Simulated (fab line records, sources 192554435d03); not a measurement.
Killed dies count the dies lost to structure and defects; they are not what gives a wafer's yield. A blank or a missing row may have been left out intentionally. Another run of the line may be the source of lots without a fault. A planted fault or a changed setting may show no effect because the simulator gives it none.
Matching of chambers :: flow n5Finfet :: 3 sister chambers for N5_BEOL_M4_PECVD_72 on pecvd-02
The step deposits SiO2 from TEOS/O2, target thk 16 nm, time 18 s. 3 wafers are shown with their chamber, then 10 later ones without.

== EACH WAFER AND ITS CHAMBER ==
wafer: L089.1
chamber: 1
showerheadPlenumPTorr (Torr): 8.64

wafer: L089.5
chamber: 2
showerheadPlenumPTorr (Torr): 8.79

wafer: L091.5
chamber: 0
showerheadPlenumPTorr (Torr): 8.90

== WAFERS WHOSE CHAMBER IS MISSING ==
wafer: L091.6
showerheadPlenumPTorr (Torr): 8.63

wafer: L096.1
showerheadPlenumPTorr (Torr): 8.83

wafer: L096.3
showerheadPlenumPTorr (Torr): 8.89

wafer: L096.5
showerheadPlenumPTorr (Torr): 8.64

wafer: L095.3
showerheadPlenumPTorr (Torr): 8.78

wafer: L095.5
showerheadPlenumPTorr (Torr): 8.80

wafer: L095.6
showerheadPlenumPTorr (Torr): 8.87

wafer: L097.2
showerheadPlenumPTorr (Torr): 8.64

wafer: L097.3
showerheadPlenumPTorr (Torr): 8.86

wafer: L097.4
showerheadPlenumPTorr (Torr): 8.88

== THE CHAMBER EACH PASSED THROUGH ==
wafer: L091.6
from the rows above: 1
in truth: 1

wafer: L096.1
from the rows above: can't be placed: 2 or 0
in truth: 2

wafer: L096.3
from the rows above: 0
in truth: 0

wafer: L096.5
from the rows above: 1
in truth: 1

wafer: L095.3
from the rows above: 2
in truth: 2

wafer: L095.5
from the rows above: 2
in truth: 2

wafer: L095.6
from the rows above: 0
in truth: 0

wafer: L097.2
from the rows above: 1
in truth: 1

wafer: L097.3
from the rows above: can't be placed: 0 or 2
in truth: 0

wafer: L097.4
from the rows above: 0
in truth: 0
8 of 10 placed correctly. These rows do not allow placing 2 (true chamber among the candidates in 2). Number placed wrongly: 0.
How it was worked out, from the rows above alone: a wafer's distance from a chamber is the root of the sum, over the readings, of the square of ((its reading less the chamber's mean) divided by the reading's scatter). The wafer belongs to the nearest chamber; if the next one is less than 2 further off, it can't be placed. For every chamber, the mean is computed from those of its wafers that are shown. The scatter: with one shown wafer a chamber, the root of the mean of the squares of how far each hidden wafer lies from its nearest shown one.
